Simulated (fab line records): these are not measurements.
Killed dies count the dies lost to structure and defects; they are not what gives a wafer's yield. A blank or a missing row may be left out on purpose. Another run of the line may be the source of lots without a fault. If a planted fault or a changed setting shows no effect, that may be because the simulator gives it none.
Tool commonality check | flow nand_harc | Sampled: 11 lots, 36 wafers

== REASON FOR OPENING ==
Flagged at NHARC_P_ZERO_WELL_CD_MEAS_37: reading cd_nm, on 1 of 11 lots. Wafers without a fault read 720.4 nm, standard deviation 1.7.
Rule: a lot is flagged when every wafer of it that has a number lies more than 4 standard deviations from that mean, or none has a number. As for the other lots, they are considered sound.

lot  | measured    | on        | cd_nm (nm), wafer by wafer          | flag
L785 | day 2 10:10 | cd_sem-03 | 734.6 733.0 736.4 734.8 732.7 736.5 | FLAGGED
L787 | day 2 22:10 | cd_sem-03 | 723.9 720.6 722.2                   |
L795 | day 4 22:09 | cd_sem-01 | 718.5 720.1 718.4                   |
L796 | day 5 04:08 | cd_sem-02 | 719.3 720.9 717.2                   |
L797 | day 5 10:08 | cd_sem-01 | 717.6 719.4 720.6                   |
L799 | day 5 22:17 | cd_sem-02 | 721.0 722.8 721.0                   |
L801 | day 6 10:05 | cd_sem-01 | 720.8 723.2 722.8                   |
L802 | day 6 16:14 | cd_sem-03 | 721.2 719.4 720.0                   |
L803 | day 6 22:17 | cd_sem-02 | 721.8 721.9 720.8                   |
L804 | day 7 04:16 | cd_sem-02 | 718.3 721.5 718.3                   |
L805 | day 7 10:07 | cd_sem-02 | 722.1 718.4 720.7                   |
The mean of the flagged lots' numbers is 734.7 nm, +14.3 nm from the usual (+8 standard deviations).

== WHICH TOOL EACH LOT WENT THROUGH ==
The record keeps 1 process step preceding the reading, out of 1159 steps on the route. Cell contents, in order: the tool; ch with the chambers the sampled wafers went through; the start.
lot  | flag    | NHARC_P_ZERO_WELL_EXPOSE_34
L785 | FLAGGED | krf_scanner-01 ch 0, day 2 10:01
L787 |         | krf_scanner-01 ch 0, day 2 22:01
L795 |         | krf_scanner-01 ch 0, day 4 21:59
L796 |         | krf_scanner-01 ch 0, day 5 03:58
L797 |         | krf_scanner-04 ch 0, day 5 09:59
L799 |         | krf_scanner-04 ch 0, day 5 22:08
L801 |         | krf_scanner-01 ch 0, day 6 09:56
L802 |         | krf_scanner-02 ch 0, day 6 16:05
L803 |         | krf_scanner-02 ch 0, day 6 22:08
L804 |         | krf_scanner-01 ch 0, day 7 04:07
L805 |         | krf_scanner-01 ch 0, day 7 09:57
What the steps here do:
- NHARC_P_ZERO_WELL_EXPOSE_34: exposes mask P PWELL, target cd 720 nm.
- NHARC_P_ZERO_WELL_CD_MEAS_37: target cd 720 nm.

== FLAGGED OVER TOTAL, TOOL BY TOOL (the gauges that took the reading come last) ==
step                         | tool           | lots run | flagged | share of the flagged lots | sound lots run after its first flagged lot
NHARC_P_ZERO_WELL_EXPOSE_34  | krf_scanner-01 | 7        | 1       | all                       | 6 (L787,L795,L796,L801,L804,L805)
NHARC_P_ZERO_WELL_EXPOSE_34  | krf_scanner-02 | 2        | 0       | none                      | -
NHARC_P_ZERO_WELL_EXPOSE_34  | krf_scanner-04 | 2        | 0       | none                      | -
NHARC_P_ZERO_WELL_CD_MEAS_37 | cd_sem-01      | 3        | 0       | none                      | -
NHARC_P_ZERO_WELL_CD_MEAS_37 | cd_sem-02      | 5        | 0       | none                      | -
NHARC_P_ZERO_WELL_CD_MEAS_37 | cd_sem-03      | 3        | 1       | all                       | 2 (L787,L802)

== WHAT THE TABLE PERMITS ==
Table rows that saw every flagged lot: 2, namely krf_scanner-01 at NHARC_P_ZERO_WELL_EXPOSE_34 and cd_sem-03 at NHARC_P_ZERO_WELL_CD_MEAS_37.
- krf_scanner-01 at NHARC_P_ZERO_WELL_EXPOSE_34 ran 7 lots, 1 of them flagged. Sound lots followed the first flagged one (L787, L795, L796, L801, L804, L805) on it, something a lasting fault affecting the whole tool could not allow.
- cd_sem-03 at NHARC_P_ZERO_WELL_CD_MEAS_37 ran 3 lots, 1 of them flagged. Sound lots followed the first flagged one (L787, L802) on it, something a lasting fault affecting the whole tool could not allow.
Every row of the table either missed a flagged lot or ran a sound lot after the first.

== WHAT THE SIMULATOR HAD PUT IN ==
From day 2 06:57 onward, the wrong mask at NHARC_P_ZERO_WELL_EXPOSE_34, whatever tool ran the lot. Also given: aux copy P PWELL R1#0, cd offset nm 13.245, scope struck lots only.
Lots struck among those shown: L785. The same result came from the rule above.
